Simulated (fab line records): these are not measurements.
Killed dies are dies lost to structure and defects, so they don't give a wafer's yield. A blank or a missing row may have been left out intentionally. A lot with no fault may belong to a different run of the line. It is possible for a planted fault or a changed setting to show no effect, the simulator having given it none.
Which tool did it? ; flow n5-finfet ; 11 lots, 33 wafers sampled, at 3 steps of a route of 1938

## WHAT EACH GAUGE READ, for each wafer
N5_BEOL_M1_INSPECT_13: inspects for defects (brightfield).
lot;measured;on;raw-defect-count
L075;day 6 06:54;defect-inspect-01;408 406 451
L077;day 6 21:43;defect-inspect-01;444 524 447
L079;day 7 03:09;defect-inspect-02;652 365 429
L081;day 7 18:55;defect-inspect-01;536 565 436
L083;day 8 12:02;defect-inspect-01;376 406 392
L085;day 8 23:35;defect-inspect-01;296 298 288
L087;day 9 11:05;defect-inspect-01;414 561 371
L088;day 9 23:56;defect-inspect-01;255 308 249
L091;day 10 03:05;defect-inspect-02;256 293 345
L094;day 10 22:17;defect-inspect-02;349 326 470
L096;day 11 10:29;defect-inspect-02;337 357 362

## WHICH TOOL RAN EACH LOT (tool, then ch and the chambers of the sampled wafers, then the start)
lot;N5_BEOL_M0_DEGAS_112;N5_BEOL_M1_PECVD_72
L075;pvd-sputter-02, day 6 01:30;pecvd-01 ch 0,1,2, day 6 04:35
L077;pvd-sputter-03, day 6 17:47;pecvd-02 ch 0,1, day 6 19:52
L079;pvd-sputter-02, day 6 23:21;pecvd-01 ch 0,1,2, day 7 01:49
L081;pvd-sputter-03, day 7 15:11;pecvd-02 ch 0,1,2, day 7 17:21
L083;pvd-sputter-02, day 8 07:47;pecvd-03 ch 0,1, day 8 10:30
L085;pvd-sputter-01, day 8 19:20;pecvd-01 ch 1,2, day 8 21:35
L087;pvd-sputter-01, day 9 07:47;pecvd-01 ch 0,1,2, day 9 10:22
L088;pvd-sputter-01, day 9 19:33;pecvd-02 ch 0,1, day 9 22:26
L091;pvd-sputter-03, day 10 00:08;pecvd-03 ch 0,2, day 10 02:26
L094;pvd-sputter-03, day 10 18:01;pecvd-03 ch 1,2, day 10 20:23
L096;pvd-sputter-01, day 11 07:28;pecvd-02 ch 0,2, day 11 09:49
- N5_BEOL_M0_DEGAS_112: time 60 s.
- N5_BEOL_M1_PECVD_72: deposits SiO2 from TEOS/O2, target thk 16 nm, time 18 s.

## THE ANSWER, worked out from the rows above alone
Rule: what is usual is taken from the lots themselves. The widest of any qualifying gaps counts: lots, ordered by their means at a reading, are off when they make up no more than a third of the lots, leave a main group of 4 or more, and stand apart from it by 3 or more times the standard deviation of that group's means. The tables above print the reading to a certain number of digits; a main group whose means all agree to those digits is not used. Also off: a lot with no number at a reading for which 4 or more lots have one. Any other lot the step has rows for is counted as sound.
None of the lots is off at any reading shown; this tells nothing.

## WHAT THE SIMULATOR HAD INSERTED
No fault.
